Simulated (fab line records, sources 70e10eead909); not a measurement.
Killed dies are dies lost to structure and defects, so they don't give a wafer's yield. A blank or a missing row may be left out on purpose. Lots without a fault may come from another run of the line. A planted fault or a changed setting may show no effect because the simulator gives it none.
fab line records | flow nand_harc
record lots=6 wafers=18 last_day=31
route steps=1302 shown P_STI@107 P_GATE@110
lots that met no fault: from a run of the same line without faults
start_h: hours from the record's first day to the start of the lot's first wafer shown | wait_h: hours since the lot's step before | " the same as in the row above | L1.1+2: a row that stands for several wafers | - no value, or no start given | * or withheld: withheld | < > ~ a bound
route shown NAME@n: a module of which the file shows steps, and the number in the route of the first | usual: mean/standard deviation of fault-free wafers | same: alike in all rows | chamber/n: place in a boat | sites: the reading at each site | _std_site: their standard deviation | _edge_site: outer sites' mean less inner sites' | radius_mm: how far each site lies from the wafer's centre | mask NAME#n: copy n | behind: the tool/chamber that last shaped the wafer | hold: why the lot was held/for how many hours/how that ended | device: the transistor (n, p or np) that didn't switch | end of line: the same wafers' tests at the end of the route | a step without rows: its recipe alone | killed: dies lost to structure and defects at the first sort, not the wafer's yield | map: a wafer's dies, x killed, . not, _ none there
set.NAME: the setting as run; set.NAME@STEP: as run at that earlier step | model.NAME: the simulator's own value behind a step, which no gauge read
lots at some steps of the route; a table a step, a row a wafer
services: from which hour (start_h, from the record's first day; less than 0 if before it) a tool's chamber was out of use, for how many hours, and why
## steps
# step NHARC_P_STI_SRD_39
# step NHARC_P_STI_OXIDE_40
# recipe target_thk_a=100 temp_c=900 ox_time_s=1362 material=SiO2
# step NHARC_P_STI_INSPECT_25
# usual raw_defect_count=243/99
# columns lot.wafer tool chamber start_h wait_h raw_defect_count
L979.1 defect_inspect-02 - 74.41 0.4 199
L979.2 " - " " 217
L979.5 " - " " 232
L988.1 defect_inspect-02 - 166.39 0.4 238
L988.3 " - " " 139
L988.5 " - " " 299
L989.3 defect_inspect-01 - 179.59 0.4 209
L989.5 " - " " 130
L989.6 " - " " 127
L993.1 defect_inspect-01 - 216.16 0.4 356
L993.3 " - " " 411
L993.6 " - " " 331
L995.2 defect_inspect-01 - 243.11 0.4 308
L995.3 " - " " 176
L995.4 " - " " 255
L998.3 defect_inspect-02 - 259.17 0.4 129
L998.5 " - " " 156
L998.6 " - " " 182
# step NHARC_P_GATE_ETCH_69
# recipe target_depth_a=140 chemistry=dHF material=SiO2
# step NHARC_P_GATE_PRECLEAN_70
# recipe time_s=* temp_c=50 bath_age_min=0 chemistry=SC1
# step NHARC_P_GATE_SRD_01
# step NHARC_P_GATE_OXIDE_02
# recipe target_thk_a=375 temp_c=950 p_h2o_torr=720 ox_time_s=365 material=SiO2
# step NHARC_P_GATE_DEHYDRATE_03
# recipe temp_c=150 time_s=120
# step NHARC_P_GATE_HMDS_04
# recipe time_s=30
# step NHARC_P_GATE_COAT_05
# recipe spin_rpm=4690
# step NHARC_P_GATE_SOFTBAKE_06
# recipe temp_c=122 time_s=95
# step NHARC_P_GATE_EBR_07
# step NHARC_P_GATE_EXPOSE_08
# recipe na=0.6 dose_mj=16.75 mask_id=P_HV
# usual exposure_dose_mJ_cm2=16.753/0.018
# columns lot.wafer tool chamber start_h wait_h mask exposure_dose_mJ_cm2
L979.1 krf_scanner-03 0 82.94 - P_HV#0 16.747
L979.2 " 0 " " P_HV#0 16.754
L979.5 " 0 " " P_HV#0 16.746
L988.1 krf_scanner-02 0 175.13 - P_HV#0 16.727
L988.3 " 0 " " P_HV#0 16.759
L988.5 " 0 " " P_HV#0 16.734
L989.3 krf_scanner-01 0 188.02 - P_HV#0 16.775
L989.5 " 0 " " P_HV#0 16.738
L989.6 " 0 " " P_HV#0 16.751
L993.1 krf_scanner-02 0 225.02 - P_HV#0 16.316
L993.3 " 0 " " P_HV#0 16.305
L993.6 " 0 " " P_HV#0 16.319
L995.2 krf_scanner-02 0 251.37 - P_HV#0 16.357
L995.3 " 0 " " P_HV#0 16.349
L995.4 " 0 " " P_HV#0 16.339
L998.3 krf_scanner-03 0 267.79 - P_HV#0 16.747
L998.5 " 0 " " P_HV#0 16.768
L998.6 " 0 " " P_HV#0 16.762
# step NHARC_P_GATE_PEB_09
# recipe peb_temp_c=118 peb_time_s=85
## services
# columns tool chamber start_h hours kind
krf_scanner-02 - 75.36 1.2 repair
krf_scanner-01 - 82.05 0.4 repair
krf_scanner-02 - 94.00 4.0 pm
krf_scanner-03 0 100.06 - calibration
krf_scanner-01 0 106.13 - calibration
krf_scanner-02 - 132.74 9.5 repair
krf_scanner-01 - 140.00 4.0 pm
krf_scanner-03 - 153.32 1.1 repair
krf_scanner-02 0 167.33 - calibration
krf_scanner-03 - 190.00 3.3 repair
krf_scanner-02 - 215.17 1.8 repair
krf_scanner-03 - 224.02 4.0 pm
krf_scanner-02 - 228.86 0.9 repair
krf_scanner-01 - 236.57 0.4 repair
krf_scanner-01 - 257.83 1.0 repair
krf_scanner-02 - 266.00 4.0 pm
## key
first_sign step=NHARC_P_GATE_EXPOSE_08 reading=exposure_dose_mJ_cm2 direction=down sigmas=24 usual=16.753 struck=16.331
effect none on later readings
met_at NHARC_P_GATE_EXPOSE_08
struck_wafers L993.1,L993.3,L993.6,L995.2,L995.3,L995.4
tester_left_out L993,L995
onset_between 175.13 225.02
fault kind=process_parameter_drift tool=krf_scanner-02 chamber=- onset_h=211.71 steps=NHARC_P_GATE_EXPOSE_08 channel=dose_mj offset=-0.41601 shape=step acts_in=these_recipes_only stated=16.75
# tester_left_out: of these lots the tester's yield and bins aren't shown, on N5 and GAA mostly nor the transistor test; their killed dies are dies lost to structure and defects alone, not to doping, threshold or leakage, so they don't give the yield
